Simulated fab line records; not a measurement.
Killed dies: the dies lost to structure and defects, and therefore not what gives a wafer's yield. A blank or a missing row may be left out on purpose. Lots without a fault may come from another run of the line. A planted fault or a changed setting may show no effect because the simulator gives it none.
Matching of chambers + flow n5-finfet + 3 sister chambers for N5_BEOL_M0_SAQP_PECVD_96 on pecvd-04
The step deposits a-Si from SiH4/He, target thk 45 nm, time 45.2 s. 6 wafers are shown with their chamber, then 7 later ones without.

WAFERS WITH THEIR CHAMBER
| wafer  | chamber | showerhead-plenum-p-Torr (Torr) | throttle-valve-pct (%) |
|--------|---------|---------------------------------|------------------------|
| L087.3 | 1       | 5.64                            | 17.2                   |
| L088.1 | 2       | 5.58                            | 17.6                   |
| L088.4 | 1       | 5.63                            | 17.5                   |
| L088.5 | 0       | 5.68                            | 18.5                   |
| L089.2 | 2       | 5.58                            | 18.0                   |
| L089.3 | 0       | 5.69                            | 18.5                   |

WAFERS WITHOUT THEIR CHAMBER
| wafer  | showerhead-plenum-p-Torr (Torr) | throttle-valve-pct (%) |
|--------|---------------------------------|------------------------|
| L089.6 | 5.65                            | 17.6                   |
| L094.1 | 5.64                            | 17.6                   |
| L094.4 | 5.69                            | 18.3                   |
| L094.5 | 5.59                            | 17.8                   |
| L095.2 | 5.63                            | 17.5                   |
| L095.4 | 5.64                            | 17.7                   |
| L095.6 | 5.58                            | 17.8                   |

CHAMBER TAKEN BY EACH
| wafer  | from the rows above | in truth |
|--------|---------------------|----------|
| L089.6 | 1                   | 1        |
| L094.1 | 1                   | 1        |
| L094.4 | 0                   | 0        |
| L094.5 | 2                   | 2        |
| L095.2 | 1                   | 1        |
| L095.4 | 1                   | 1        |
| L095.6 | 2                   | 2        |
Placed correctly: 7 of 7. From these rows, 0 cannot be placed. 0 placed wrongly.
How it was worked out, from the rows above alone: a wafer's distance from a chamber is the root of the sum, over the readings, of the square of ((its reading less the chamber's mean) divided by the reading's scatter). The wafer belongs to the nearest chamber; if the next one is less than 2 further off, it can't be placed. For every chamber, the mean is computed from those of its wafers that are shown. The scatter: take each reading less its chamber's mean, square it, sum over the shown wafers, divide by the number of wafers less the number of chambers, and take the root.
